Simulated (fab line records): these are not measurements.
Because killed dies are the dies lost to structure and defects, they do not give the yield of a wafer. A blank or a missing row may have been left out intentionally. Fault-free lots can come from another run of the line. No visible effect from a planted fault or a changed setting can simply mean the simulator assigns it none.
Matching of chambers | flow n5_finfet | N5_MOL_CONTACT_COAG_ETCH_48 on rie_diel-05: 4 sister chambers
The step etches SiOC in C4F6/O2, target depth 15 nm, overetch 4.5 nm, time 17 s. 8 wafers are shown with their chamber, then 12 later ones without.

## WAFERS PAIRED WITH THEIR CHAMBERS
wafer  | chamber | showerhead_plenum_p_Torr (Torr) | throttle_valve_pct (%)
L082.2 | 1       | 2.84                            | 41.4
L084.1 | 0       | 2.71                            | 40.8
L084.6 | 2       | 2.96                            | 41.1
L085.2 | 1       | 2.83                            | 41.4
L085.4 | 0       | 2.71                            | 40.8
L088.1 | 2       | 2.95                            | 41.1
L088.2 | 3       | 2.72                            | 41.5
L088.6 | 3       | 2.72                            | 41.6

## WAFERS WHOSE CHAMBER IS MISSING
wafer  | showerhead_plenum_p_Torr (Torr) | throttle_valve_pct (%)
L089.1 | 2.95                            | 41.1
L089.2 | 2.71                            | 40.8
L089.6 | 2.95                            | 41.1
L090.1 | 2.72                            | 41.5
L090.3 | 2.71                            | 40.8
L090.5 | 2.72                            | 41.6
L091.1 | 2.83                            | 41.4
L091.4 | 2.70                            | 40.8
L091.5 | 2.72                            | 41.5
L097.1 | 2.94                            | 41.1
L097.4 | 2.95                            | 41.1
L097.6 | 2.82                            | 41.4

## EACH ONE'S CHAMBER
wafer  | from the rows above | in truth
L089.1 | 2                   | 2
L089.2 | 0                   | 0
L089.6 | 2                   | 2
L090.1 | 3                   | 3
L090.3 | 0                   | 0
L090.5 | 3                   | 3
L091.1 | 1                   | 1
L091.4 | 0                   | 0
L091.5 | 3                   | 3
L097.1 | 2                   | 2
L097.4 | 2                   | 2
L097.6 | 1                   | 1
12 of 12 placed correctly. Left unplaced by these rows: 0. Wrongly placed: 0.
How it was worked out, from the rows above alone: a wafer's distance from a chamber is the root of the sum, over the readings, of the square of ((its reading less the chamber's mean) divided by the reading's scatter). If the next closest chamber is less than 2 further off than the closest, the wafer can't be placed; otherwise it belongs to the closest. The mean given for a chamber averages the wafers shown for that chamber. The scatter is the square root of a quotient: the sum, over the shown wafers, of each reading's squared deviation from its chamber's mean, divided by wafers minus chambers.
